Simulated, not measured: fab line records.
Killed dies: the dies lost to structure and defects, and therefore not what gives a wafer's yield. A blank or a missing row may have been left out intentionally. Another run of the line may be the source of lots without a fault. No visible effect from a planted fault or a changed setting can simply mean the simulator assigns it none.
fab line records || flow n5Finfet
record {"lots": 5, "wafers": 15, "lastDay": 18}
route steps=1938 shown GATE_CUT@490 MOL_CONTACT_COAG@517 PASSIVATION@1936
lots untouched by any fault: they come from a run of this same line in which no faults occurred
startH: start of the lot's first displayed wafer, in hours after the record's first day || waitH: hours from the lot's prior step to this one || " the same as in the row above || L1.1+2: a single row standing in for several wafers || - no value, or no start was given || * or withheld: withheld || < > ~ a bound
route shown NAME@n: NAME is a module with steps in the file, n the number in the route of the first one || usual: average and standard deviation across the fault-free wafers || same: alike in all rows || chamber/n: place in a boat || sites: each site's reading || _std_site: their standard deviation || _edge_site: the outer-site mean with the inner-site mean subtracted || radiusMm: how far each site lies from the wafer's centre || mask NAME#n: copy n || behind: the last tool/chamber to shape the wafer || hold: why the lot went on hold/how many hours it stayed there/how the hold came to an end || device: the n, p or np transistor that did not switch || end of line: at the end of the route, the tests of the same wafers || a step given without rows: its recipe and nothing more || killed: the dies lost at the first sort to structure and to defects; this is not the yield of the wafer || map: per-die view of a wafer (x killed, . not killed, _ where there is no die)
set.NAME: the setting that was run; set.NAME@STEP: the one run at that earlier step || model.NAME: the simulator's own value behind a step, which no gauge read
lots at some steps of the route; a table a step, a row a wafer
services: the hour from which a tool's chamber was out of use, counted from the record's first day as startH (under 0 if before that day), plus the number of hours and why
## steps
# step N5_GATE_CUT_DESCUM_18
# recipe {"chemistry": "O2", "timeS": 7, "sourcePowerW": 50, "biasPowerW": 20, "pressureMtorr": 20, "rfFrequencyHz": 2.712e+07, "tempC": 40, "resist": "CAR-EUV", "o2FlowSccm": 225}
# step N5_GATE_CUT_ETCH_28
# recipe {"chemistry": "N2/H2", "target": "underlayer", "targetDepthA": 130, "maskMaterial": "CAR-EUV", "timeS": 10.4, "ionEnergyEv": 200, "pressureMtorr": 30, "sourceW": 840, "biasW": 150, "n2FlowSccm": 200, "h2FlowSccm": 200, "ends": "cleared"}
# step N5_GATE_CUT_ETCH_36
# recipe {"chemistry": "CF4", "target": "SiARC", "targetDepthA": 130, "maskMaterial": "CAR-EUV", "timeS": 21.7, "ionEnergyEv": 80, "pressureMtorr": 40, "sourceW": 545, "biasW": 36, "Ar_flow_sccm": 100, "cf4FlowSccm": 100, "ends": "cleared"}
# step N5_GATE_CUT_ETCH_37
# recipe {"chemistry": "N2/H2", "target": "SOC", "targetDepthA": 600, "overetchA": 120, "maskMaterial": "SiARC", "tempC": 40, "timeS": 90, "ionEnergyEv": 200, "pressureMtorr": 30, "sourceW": 840, "biasW": 150, "n2FlowSccm": 200, "h2FlowSccm": 200}
# step N5_GATE_CUT_STRIP_38
# recipe {"chemistry": "N2/H2", "tempC": 40, "n2FlowSccm": 200, "h2FlowSccm": 200, "rfFrequencyHz": 6e+07}
# step N5_GATE_CUT_STRIP_39
# recipe {"chemistry": "N2/H2", "tempC": 40, "n2FlowSccm": 200, "h2FlowSccm": 200, "rfFrequencyHz": 6e+07}
# step N5_GATE_CUT_HM_OPEN_40
# recipe {"chemistry": "C4F6/O2", "target": "SiO2", "maskMaterial": "SiARC", "targetDepthA": 1390, "timeS": 85.1, "ionEnergyEv": 250, "pressureMtorr": 30, "sourceW": 345, "biasW": 185, "Ar_flow_sccm": 300, "C4F6_flow_sccm": 10, "O2_flow_sccm": 10, "ends": "cleared"}
# step N5_GATE_CUT_STRIP_41
# recipe {"chemistry": "CF4", "resist": "SiARC", "powerW": 300, "biasPowerW": 75, "pressureMtorr": 50, "cf4FlowSccm": 150, "rfFrequencyHz": 6e+07}
# step N5_GATE_CUT_STRIP_42
# recipe {"chemistry": "O2", "powerW": 400, "tempC": 40, "pressureMtorr": 30, "rfFrequencyHz": 6e+07, "biasPowerW": 0, "overashFraction": 0.3, "o2FlowSccm": 225}
# step N5_GATE_CUT_ETCH_19
# recipe {"chemistry": "CH3F/O2", "target": "SiNx", "maskMaterial": "SiO2", "targetDepthA": 537, "timeS": 76.7, "pressureMtorr": 30, "sourceW": 395, "biasW": 73, "Ar_flow_sccm": 150, "CH3F_flow_sccm": 30, "O2_flow_sccm": 20, "ionEnergyEv": 120, "ends": "cleared"}
# step N5_GATE_CUT_CUT_ETCH_53
# recipe {"chemistry": "SF6/Cl2", "target": "W", "maskMaterial": "SiO2", "targetDepthA": 792, "pressureMtorr": 8, "icpW": 900, "biasW": 80, "SF6_flow_sccm": 40, "Cl2_flow_sccm": 60, "ends": "cleared"}
# usual {"drypumpMotorCurrentA": "5.7/0.51", "etchRfOnTimeS": "26.4/0.46", "oesProductAu": "0.67/0.11", "throttleValvePct": "28.84/0.17"}
{"lot.wafer": "L227.2", "tool": "rieMetal-01", "chamber": 0, "startH": 83.59, "waitH": 0.1, "drypumpMotorCurrentA": 6.2, "etchRfOnTimeS": 25.9, "oesProductAu": 0.53, "rfHoursCounterH": 132, "throttleValvePct": 28.86}
{"lot.wafer": "L227.4", "tool": "rieMetal-01", "chamber": 0, "startH": 83.59, "waitH": 0.1, "drypumpMotorCurrentA": 6.1, "etchRfOnTimeS": 26.0, "oesProductAu": 0.53, "rfHoursCounterH": "-", "throttleValvePct": 28.86}
{"lot.wafer": "L227.6", "tool": "rieMetal-01", "chamber": 1, "startH": 83.59, "waitH": 0.1, "drypumpMotorCurrentA": 5.2, "etchRfOnTimeS": 26.8, "oesProductAu": 0.61, "rfHoursCounterH": "-", "throttleValvePct": 28.86}
{"lot.wafer": "L234.1", "tool": "rieMetal-03", "chamber": 0, "startH": 136.21, "waitH": 0.1, "drypumpMotorCurrentA": 4.9, "etchRfOnTimeS": 26.9, "oesProductAu": 0.52, "rfHoursCounterH": 141, "throttleValvePct": 28.69}
{"lot.wafer": "L234.2", "tool": "rieMetal-03", "chamber": 1, "startH": 136.21, "waitH": 0.1, "drypumpMotorCurrentA": 5.5, "etchRfOnTimeS": 26.1, "oesProductAu": 0.80, "rfHoursCounterH": 15, "throttleValvePct": 29.21}
{"lot.wafer": "L234.3", "tool": "rieMetal-03", "chamber": 1, "startH": 136.21, "waitH": 0.1, "drypumpMotorCurrentA": 5.5, "etchRfOnTimeS": 26.2, "oesProductAu": 0.80, "rfHoursCounterH": "-", "throttleValvePct": 29.20}
{"lot.wafer": "L236.2", "tool": "rieMetal-03", "chamber": 0, "startH": 144.07, "waitH": 0.1, "drypumpMotorCurrentA": 4.9, "etchRfOnTimeS": 26.8, "oesProductAu": 0.52, "rfHoursCounterH": 141, "throttleValvePct": 28.70}
{"lot.wafer": "L236.3", "tool": "rieMetal-03", "chamber": 0, "startH": 144.07, "waitH": 0.1, "drypumpMotorCurrentA": 4.9, "etchRfOnTimeS": 26.9, "oesProductAu": 0.52, "rfHoursCounterH": "-", "throttleValvePct": 28.70}
{"lot.wafer": "L236.6", "tool": "rieMetal-03", "chamber": 0, "startH": 144.07, "waitH": 0.1, "drypumpMotorCurrentA": 4.9, "etchRfOnTimeS": 26.7, "oesProductAu": 0.52, "rfHoursCounterH": "-", "throttleValvePct": 28.71}
{"lot.wafer": "L238.1", "tool": "rieMetal-03", "chamber": 0, "startH": 152.99, "waitH": 0.1, "drypumpMotorCurrentA": 4.9, "etchRfOnTimeS": 26.6, "oesProductAu": 0.53, "rfHoursCounterH": 142, "throttleValvePct": 28.69}
{"lot.wafer": "L238.2", "tool": "rieMetal-03", "chamber": 1, "startH": 152.99, "waitH": 0.1, "drypumpMotorCurrentA": 5.5, "etchRfOnTimeS": 26.2, "oesProductAu": 0.79, "rfHoursCounterH": 16, "throttleValvePct": 29.22}
{"lot.wafer": "L238.3", "tool": "rieMetal-03", "chamber": 0, "startH": 152.99, "waitH": 0.1, "drypumpMotorCurrentA": 4.9, "etchRfOnTimeS": 26.5, "oesProductAu": 0.53, "rfHoursCounterH": "-", "throttleValvePct": 28.70}
{"lot.wafer": "L241.1", "tool": "rieMetal-03", "chamber": 1, "startH": 167.24, "waitH": 0.1, "drypumpMotorCurrentA": 5.5, "etchRfOnTimeS": 26.3, "oesProductAu": 0.79, "rfHoursCounterH": 17, "throttleValvePct": 29.22}
{"lot.wafer": "L241.2", "tool": "rieMetal-03", "chamber": 1, "startH": 167.24, "waitH": 0.1, "drypumpMotorCurrentA": 5.5, "etchRfOnTimeS": 26.3, "oesProductAu": 0.78, "rfHoursCounterH": "-", "throttleValvePct": 29.23}
{"lot.wafer": "L241.4", "tool": "rieMetal-03", "chamber": 1, "startH": 167.24, "waitH": 0.1, "drypumpMotorCurrentA": 5.5, "etchRfOnTimeS": 26.1, "oesProductAu": 0.80, "rfHoursCounterH": "-", "throttleValvePct": 29.22}
# step N5_GATE_CUT_CUT_ETCH_54
# recipe {"chemistry": "Cl2/BCl3", "target": "TiN", "maskMaterial": "SiO2", "targetDepthA": 967, "pressureMtorr": 10, "icpW": 1000, "biasW": 126, "Cl2_flow_sccm": 53.25, "bcl3FlowSccm": 21.75, "Ar_flow_sccm": 25, "ends": "cleared"}
# step N5_GATE_CUT_CUT_ETCH_55
# recipe {"chemistry": "BCl3", "target": "HfO2", "maskMaterial": "SiO2", "targetDepthA": 32, "ionEnergyEv": 30, "pressureMtorr": 5, "icpW": 450, "biasW": 18, "bcl3FlowSccm": 80}
# step N5_GATE_CUT_ETCH_47
# recipe {"chemistry": "Cl2/BCl3", "target": "SiO2", "targetDepthA": 100, "pressureMtorr": 10, "icpW": 1000, "biasW": 126, "Cl2_flow_sccm": 53.25, "bcl3FlowSccm": 21.75, "Ar_flow_sccm": 25}
# step N5_GATE_CUT_VAPOR_ETCH_48
# recipe {"chemistry": "BCl3/Cl2", "target": "TiN", "mode": "isotropic"}
# step N5_GATE_CUT_VAPOR_ETCH_49
# recipe {"chemistry": "BCl3/Cl2", "target": "TiAlC", "mode": "isotropic"}
# step N5_GATE_CUT_VAPOR_ETCH_51
# recipe {"chemistry": "BCl3/Cl2", "target": "HfO2", "mode": "isotropic"}
# step N5_GATE_CUT_STRIP_21
# recipe {"chemistry": "N2/H2", "timeS": 30, "powerW": 1000, "tempC": 250, "pressureMtorr": "withheld", "n2FlowSccm": 1750, "h2FlowSccm": 3250}
# step N5_GATE_CUT_STRIP_29
# recipe {"chemistry": "postEtchResidueRemover", "timeS": 60, "tempC": 25, "removerPh": "withheld", "removerWaterWtPct": "withheld", "removerFluorideWtPct": "withheld"}
# step N5_GATE_CUT_SRD_52
# recipe {"dry": "ipaMarangoni", "timeS": 30, "tempC": 23, "rinseLiquid": "diw"}
# step N5_GATE_CUT_ALD_22
# recipe {"material": "SiNx", "targetThkA": 160, "tempC": 400, "aldPrecursorFamily": "SiH2I2", "aldCoReactant": "N2/H2-plasma", "pulseTimeS": 1, "aldCycles": 320, "purgeTimeS": 2, "coReactantPurgeTimeS": 2, "pressureTorr": 2}
# step N5_GATE_CUT_CMP_23
# recipe {"stopOn": "SiO2", "tOverpolishS": 23.4, "postCmpClean": "alkalineBrush", "downForcePsi": 2.5, "platenRpm": 51.8, "padVelocityMS": 1.0307, "targetThkNm": 16}
# step N5_GATE_CUT_CMP_43
# recipe {"material": "SiO2", "postCmpClean": "rinseOnly"}
# step N5_GATE_CUT_CMP_61
# recipe {"stopOn": "SiNx", "tOverpolishS": 3, "postCmpClean": "alkalineBrush", "downForcePsi": 4, "platenRpm": 27.09, "padVelocityMS": 0.539}
# step N5_MOL_CONTACT_COAG_COAT_103
# recipe {"resist": "SOC", "tempC": 250, "timeS": 60, "spinRpm": 1500, "resistThkNm": 80}
# step N5_MOL_CONTACT_COAG_COAT_104
# recipe {"resist": "SiARC", "tempC": 220, "timeS": 60, "spinRpm": 1500, "resistThkNm": 12}
# step N5_MOL_CONTACT_COAG_COAT_58
# recipe {"resist": "underlayer", "tempC": 205, "timeS": 60, "spinRpm": 1500, "resistThkNm": 10}
# step N5_MOL_CONTACT_COAG_COAT_02
# recipe {"resist": "CAR-EUV", "spinRpm": 1500, "resistThkNm": 30}
# step N5_MOL_CONTACT_COAG_EBR_04
# recipe {"solvent": "PGMEA", "ebrWidthMm": 1.5}
# step N5_MOL_CONTACT_COAG_SOFTBAKE_03
# recipe {"tempC": 110, "timeS": 60, "resist": "CAR-EUV"}
# step N5_MOL_CONTACT_COAG_EXPOSE_05
# recipe {"maskId": "CA", "na": 0.33, "sourceShape": "annular", "sigmaInner": 0.4, "sigmaOuter": 0.8, "polarization": "unpolarized", "defocusNm": 0, "doseMj": 38.25}
# step N5_MOL_CONTACT_COAG_PEB_06
# recipe {"pebTempC": 100, "pebTimeS": 60, "resist": "CAR-EUV"}
# step N5_MOL_CONTACT_COAG_DEVELOP_07
# recipe {"developTimeS": 30, "developer": "TMAH", "resist": "CAR-EUV", "rinseLiquid": "surfactantRinse", "dry": "airSpin", "devTempC": 23}
# step N5_MOL_CONTACT_COAG_DESCUM_13
# recipe {"chemistry": "O2", "timeS": 7, "sourcePowerW": 50, "biasPowerW": 20, "pressureMtorr": 20, "rfFrequencyHz": 2.712e+07, "tempC": 40, "resist": "CAR-EUV", "o2FlowSccm": 225}
# step N5_PASSIVATION_PROBE_49
# usual {"defectLimitedYield": "91.2/1.4", "killed_at_M0_to_M3": "36/11", "killed_at_M4_up": "14/5.6", "killedAtContacts": "12/5.9", "killedAtFrontEnd": "38/13", "killedAtOther": "3.5/2.7", "killedDies": "104/17", "killedOpen": "68/12", "killedShort": "34/8.2", "sort_bin_5_function": "5.1/0.95", "sort_bin_6_memory": "3.3/0.7", "sortNPass": "1076/17", "sortYieldPct": "91.2/1.4"}
# same {"grossDies": 1180, "killedAtBackSide": 0, "sort_bin_4_leakage[%]": 0, "sort_bin_8_speed[%]": 0}
{"lot.wafer": "L227.2", "tool": "prober-02", "chamber": "-", "startH": 337.67, "waitH": 0.1, "defectLimitedYield[%]": 90.8, "killed_at_M0_to_M3": 36, "killed_at_M4_up": 9, "killedAtContacts": 13, "killedAtFrontEnd": 46, "killedAtOther": 4, "killedDies": 108, "killedOpen": 68, "killedShort": 39, "sort_bin_5_function[%]": 5.1, "sort_bin_6_memory[%]": 3.8, "sortNPass": 1072, "sortYieldPct[%]": 90.8}
{"lot.wafer": "L227.4", "tool": "prober-02", "chamber": "-", "startH": 337.77, "waitH": 0.2, "defectLimitedYield[%]": 89.2, "killed_at_M0_to_M3": 27, "killed_at_M4_up": 13, "killedAtContacts": 36, "killedAtFrontEnd": 49, "killedAtOther": 3, "killedDies": 128, "killedOpen": 88, "killedShort": 39, "sort_bin_5_function[%]": 6.9, "sort_bin_6_memory[%]": 3.7, "sortNPass": 1052, "sortYieldPct[%]": 89.2}
{"lot.wafer": "L227.6", "tool": "prober-02", "chamber": "-", "startH": 337.87, "waitH": 0.3, "defectLimitedYield[%]": 91.1, "killed_at_M0_to_M3": 27, "killed_at_M4_up": 15, "killedAtContacts": 15, "killedAtFrontEnd": 45, "killedAtOther": 3, "killedDies": 105, "killedOpen": 65, "killedShort": 39, "sort_bin_5_function[%]": 6.6, "sort_bin_6_memory[%]": 2.2, "sortNPass": 1075, "sortYieldPct[%]": 91.1}
{"lot.wafer": "L236.2", "tool": "prober-01", "chamber": "-", "startH": 373.83, "waitH": 0.1, "defectLimitedYield[%]": 80.7, "killed_at_M0_to_M3": 31, "killed_at_M4_up": 21, "killedAtContacts": 8, "killedAtFrontEnd": 160, "killedAtOther": 8, "killedDies": 228, "killedOpen": 60, "killedShort": 25, "sort_bin_5_function[%]": 12.6, "sort_bin_6_memory[%]": 3.9, "sortNPass": 952, "sortYieldPct[%]": 80.7}
{"lot.wafer": "L236.3", "tool": "prober-01", "chamber": "-", "startH": 373.88, "waitH": 0.1, "defectLimitedYield[%]": 80.1, "killed_at_M0_to_M3": 22, "killed_at_M4_up": 14, "killedAtContacts": 26, "killedAtFrontEnd": 165, "killedAtOther": 8, "killedDies": 235, "killedOpen": 58, "killedShort": 34, "sort_bin_5_function[%]": 12.2, "sort_bin_6_memory[%]": 4.7, "sortNPass": 945, "sortYieldPct[%]": 80.1}
{"lot.wafer": "L236.6", "tool": "prober-01", "chamber": "-", "startH": 374.03, "waitH": 0.3, "defectLimitedYield[%]": 80.9, "killed_at_M0_to_M3": 51, "killed_at_M4_up": 5, "killedAtContacts": 18, "killedAtFrontEnd": 147, "killedAtOther": 4, "killedDies": 225, "killedOpen": 66, "killedShort": 24, "sort_bin_5_function[%]": 11.0, "sort_bin_6_memory[%]": 4.3, "sortNPass": 955, "sortYieldPct[%]": 80.9}
{"lot.wafer": "L238.1", "tool": "prober-01", "chamber": "-", "startH": 410.86, "waitH": 0.0, "defectLimitedYield[%]": 80.3, "killed_at_M0_to_M3": 23, "killed_at_M4_up": 20, "killedAtContacts": 17, "killedAtFrontEnd": 165, "killedAtOther": 8, "killedDies": 233, "killedOpen": 60, "killedShort": 29, "sort_bin_5_function[%]": 12.5, "sort_bin_6_memory[%]": 3.8, "sortNPass": 947, "sortYieldPct[%]": 80.3}
{"lot.wafer": "L238.2", "tool": "prober-01", "chamber": "-", "startH": 410.91, "waitH": 0.1, "defectLimitedYield[%]": 79.3, "killed_at_M0_to_M3": 26, "killed_at_M4_up": 19, "killedAtContacts": 7, "killedAtFrontEnd": 188, "killedAtOther": 4, "killedDies": 244, "killedOpen": 64, "killedShort": 37, "sort_bin_5_function[%]": 13.2, "sort_bin_6_memory[%]": 3.8, "sortNPass": 936, "sortYieldPct[%]": 79.3}
{"lot.wafer": "L238.3", "tool": "prober-01", "chamber": "-", "startH": 410.96, "waitH": 0.1, "defectLimitedYield[%]": 81.5, "killed_at_M0_to_M3": 20, "killed_at_M4_up": 10, "killedAtContacts": 13, "killedAtFrontEnd": 171, "killedAtOther": 4, "killedDies": 218, "killedOpen": 52, "killedShort": 21, "sort_bin_5_function[%]": 10.1, "sort_bin_6_memory[%]": 4.6, "sortNPass": 962, "sortYieldPct[%]": 81.5}
{"lot.wafer": "L241.1", "tool": "prober-02", "chamber": "-", "startH": 429.54, "waitH": 0.0, "defectLimitedYield[%]": 81.8, "killed_at_M0_to_M3": 30, "killed_at_M4_up": 8, "killedAtContacts": 6, "killedAtFrontEnd": 171, "killedAtOther": 0, "killedDies": 215, "killedOpen": 44, "killedShort": 24, "sort_bin_5_function[%]": 10.8, "sort_bin_6_memory[%]": 4.7, "sortNPass": 965, "sortYieldPct[%]": 81.8}
{"lot.wafer": "L241.2", "tool": "prober-02", "chamber": "-", "startH": 429.59, "waitH": 0.1, "defectLimitedYield[%]": 81.7, "killed_at_M0_to_M3": 19, "killed_at_M4_up": 10, "killedAtContacts": 5, "killedAtFrontEnd": 179, "killedAtOther": 3, "killedDies": 216, "killedOpen": 56, "killedShort": 20, "sort_bin_5_function[%]": 11.4, "sort_bin_6_memory[%]": 3.5, "sortNPass": 964, "sortYieldPct[%]": 81.7}
{"lot.wafer": "L241.4", "tool": "prober-02", "chamber": "-", "startH": 429.69, "waitH": 0.2, "defectLimitedYield[%]": 80.3, "killed_at_M0_to_M3": 21, "killed_at_M4_up": 23, "killedAtContacts": 17, "killedAtFrontEnd": 171, "killedAtOther": 0, "killedDies": 232, "killedOpen": 63, "killedShort": 24, "sort_bin_5_function[%]": 12.1, "sort_bin_6_memory[%]": 4.1, "sortNPass": 948, "sortYieldPct[%]": 80.3}
# killed by level:class
L227.2 FIN_SAQP:geometricParticle:short=11 MOL_CONTACT_COAG:geometricParticle:open=11 BEOL_M0_SAQP:geometricParticle:short=9 BEOL_M3:geometricParticle:open=9 FIN_SAQP:geometricParticle:open=7 BEOL_M0_SAQP:geometricParticle:open=7 STI_FIN_REVEAL:geometricParticle:open=6 GATE_CUT:geometricParticle:short=4
L227.4 MOL_CONTACT_COAG:geometricParticle:open=32 FIN_SAQP:geometricParticle:short=12 FIN_SAQP:geometricParticle:open=8 GATE_CUT:geometricParticle:short=8 DUMMY_GATE:geometricParticle:open=6 STI_FIN_REVEAL:geometricParticle:open=5 BEOL_M0_SAQP:geometricParticle:open=5 MOL_CONTACT_COAG:geometricParticle:short=4
L227.6 FIN_SAQP:geometricParticle:short=14 MOL_CONTACT_COAG:geometricParticle:open=11 BEOL_M3:geometricParticle:open=11 FIN_SAQP:geometricParticle:open=6 STI_FIN_REVEAL:geometricParticle:open=5 DUMMY_GATE:geometricParticle:open=5 MOL_CONTACT_COAG:geometricParticle:short=4 BEOL_M0_SAQP:geometricParticle:open=4
L236.2 GATE_CUT:unspecified=141 BEOL_M2:geometricParticle:open=9 BEOL_M4:geometricParticle:open=8 MOL_CONTACT_COAG:geometricParticle:open=7 GATE_CUT:geometricParticle:short=4 BEOL_M1:geometricParticle:open=4 BEOL_M3:geometricParticle:open=4 FIN_SAQP:geometricParticle:open=3
L236.3 GATE_CUT:unspecified=143 MOL_CONTACT_COAG:geometricParticle:open=23 BEOL_M2:geometricParticle:open=7 BEOL_M2:geometricParticle:short=6 BEOL_M4:geometricParticle:open=5 STI_FIN_REVEAL:geometricParticle:open=4 GATE_CUT:geometricParticle:short=3 MOL_CONTACT_COAG:geometricParticle:short=3
L236.6 GATE_CUT:unspecified=134 MOL_CONTACT_COAG:geometricParticle:open=16 BEOL_M3:geometricParticle:open=14 BEOL_M0_SAQP:geometricParticle:open=9 BEOL_M0_SAQP:geometricParticle:short=8 BEOL_M2:geometricParticle:open=7 STARTING-WAFER:geometricParticle:open=5 BEOL_M2:geometricParticle:short=4
L238.1 GATE_CUT:unspecified=139 MOL_CONTACT_COAG:geometricParticle:open=11 BEOL_M4:geometricParticle:open=11 FIN_SAQP:geometricParticle:open=9 STARTING-WAFER:geometricParticle:short=5 MOL_CONTACT_COAG:geometricParticle:short=5 BEOL_M0:geometricParticle:open=5 BEOL_M1:geometricParticle:open=5
L238.2 GATE_CUT:unspecified=140 BEOL_M0_SAQP:geometricParticle:short=11 FIN_SAQP:geometricParticle:open=7 MOL_CONTACT_COAG:geometricParticle:open=7 GATE_CUT:geometricParticle:open=6 BEOL_M4:geometricParticle:open=6 STI_FIN_REVEAL:geometricParticle:open=5 STARTING-WAFER:geometricParticle:open=5
L238.3 GATE_CUT:unspecified=144 MOL_CONTACT_COAG:geometricParticle:open=11 FIN_SAQP:geometricParticle:open=8 BEOL_M4:geometricParticle:open=6 BEOL_M2:geometricParticle:open=5 GATE_CUT:geometricParticle:short=4 BEOL_M0_SAQP:geometricParticle:open=4 GATE_CUT:geometricParticle:open=3
L241.1 GATE_CUT:unspecified=146 BEOL_M1:geometricParticle:open=9 STI_FIN_REVEAL:geometricParticle:open=8 BEOL_M0_SAQP:geometricParticle:short=7 MOL_CONTACT_COAG:geometricParticle:open=5 BEOL_M4:geometricParticle:open=5 BEOL_M3:geometricParticle:open=4 GATE_CUT:geometricParticle:short=3
L241.2 GATE_CUT:unspecified=139 STI_FIN_REVEAL:geometricParticle:open=15 BEOL_M4:geometricParticle:open=7 MOL_CONTACT_COAG:geometricParticle:open=5 BEOL_M0_SAQP:geometricParticle:open=5 FIN_SAQP:geometricParticle:short=4 FIN_SAQP:geometricParticle:open=4 STI_FIN_REVEAL:geometricParticle:short=4
L241.4 GATE_CUT:unspecified=145 MOL_CONTACT_COAG:geometricParticle:open=15 BEOL_M4:geometricParticle:open=13 STI_FIN_REVEAL:geometricParticle:open=10 BEOL_M3:geometricParticle:open=6 STI_FIN_REVEAL:geometricParticle:short=5 BEOL_M0_SAQP:geometricParticle:open=4 BEOL_M0_SAQP:geometricParticle:short=4
# map L236.3 (x killed, . not)
_________________.....x.....x________________
______________............xx...._____________
___________..x.................x...__________
__________.xxx...x.........x.x......_________
________x.xxxxxxxx....x.x....x........_______
_______x...xxxxxxxxx.............x.....______
______...xxxxxxxxxxxxx....x............._____
_____..xxxxxxxxxxxxxxx....x.xx...........____
____...x.xxxxxxxxxxxx..........x.x........___
___....xxxxxxxxxxxxxxx.....x...............__
___...xxxxxxxxxxxxxxxxxx...x......x........__
__..x...xxxxxxxxxxxxxxx....................._
__......x.xxxxxxxxxxx.......x...x....xx....._
_..........xxxxxxxxx........................x
_.......xx.xxxxxx.xxxxx.................x....
_.......x....x.x......x...............x......
_.x................x.......x.................
_.xx........x.x..xx..............x...........
_................................x......x....
_....x..x......x....x.........x............x.
_.x.....x...................x............x...
__.....x......x...............x............._
__.x......................................xx_
___....................................x...__
___...x......................x.........x...__
____........x...........x.....x...........___
_____..x................x.x........x.....____
______...x.....x........................_____
_______...x...........x.....x.....xx.x.______
________................x...x........._______
__________.........................._________
___________x...x......x............__________
______________.......x.....x...._____________
_________________x.........x.________________
# map L238.2 (x killed, . not)
_________________..x..x.x....________________
______________....x..........x.._____________
___________...........x............__________
__________......x..........x...x...x_________
________.............................x_______
_______x.........x................x..x.______
______....x....x.....x....x.......x....._____
_____.........x........x.x....xx.........____
____................x..........x.......x..___
___......................x.................__
___......................................x.__
__.xx.........x.......xx.......x...x........_
__.......x................................x._
_.x.x......................x.................
_.......x.......xx.........x...x.............
_.....x.x.x..............................x...
_...........x..x........................x...x
_............x..x...x......x...x.x.....x.....
_...x....x....................x............x.
_....x..x....x.x.xx..................xx...x..
_..........xxxxxxxx........x......x.x........
__........x..xxxxxxxxxx............x......x._
__........xxxxxxxxxxxxx.........x..........._
___........xxxxxxxxxxx..............x......__
___...x...xxxxxxxxxxxx.xxx.......x.........__
____......xxxxxxxxxxxxxxx.x.x......x......___
_____....xxxxxxxxxxxxxxxxx......x....x.x.____
______....xxxxxxxxxxxxxxxx..........xx.._____
_______.....xxxxxxxxxxxx..........x....______
________...xxxxxxxxxxx................_______
__________.x.xxxxxxxx.x............._________
___________..xx.x..x.x.....x.......__________
______________..xx..x..........._____________
_________________.x..x...x...________________
## services
{"tool": "rieMetal-01", "chamber": 0, "startH": 91.49, "hours": 3.3, "kind": "repair"}
{"tool": "rieMetal-01", "chamber": 0, "startH": 154.28, "hours": "-", "kind": "clean"}
{"tool": "rieMetal-01", "chamber": 0, "startH": 154.28, "hours": 19.9, "kind": "scheduledDown"}
{"tool": "rieMetal-01", "chamber": 0, "startH": 154.28, "hours": 19.9, "kind": "ventCycle"}
{"tool": "rieMetal-03", "chamber": 0, "startH": 158.82, "hours": "-", "kind": "clean"}
{"tool": "rieMetal-03", "chamber": 0, "startH": 158.82, "hours": 12.6, "kind": "scheduledDown"}
{"tool": "rieMetal-03", "chamber": 0, "startH": 158.82, "hours": 12.6, "kind": "ventCycle"}
## key
firstSign {"step": "N5_PASSIVATION_PROBE_49", "reading": "killedAtFrontEnd", "direction": "up", "sigmas": 10, "usual": 38, "struck": 169}
effect {"step": "N5_PASSIVATION_PROBE_49", "reading": "defectLimitedYield", "direction": "down", "sigmas": 7.3, "usual": 91.2, "struck": 80.7}
moreKillsBornAt {"N5_GATE_CUT_CUT_ETCH_53@rieMetal-03": 1271}
metAt N5_GATE_CUT_CUT_ETCH_53
struckWafers L236.2,L236.3,L236.6,L238.1,L238.2,L238.3,L241.1,L241.2,L241.4
onsetBetween 136.21 144.07
fault {"kind": "chamberParticleSource", "tool": "rieMetal-03", "chamber": "-", "onsetH": 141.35, "steps": "N5_GATE_CUT_CUT_ETCH_53", "ratePerVisitCm2": 1.4474, "endH": 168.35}
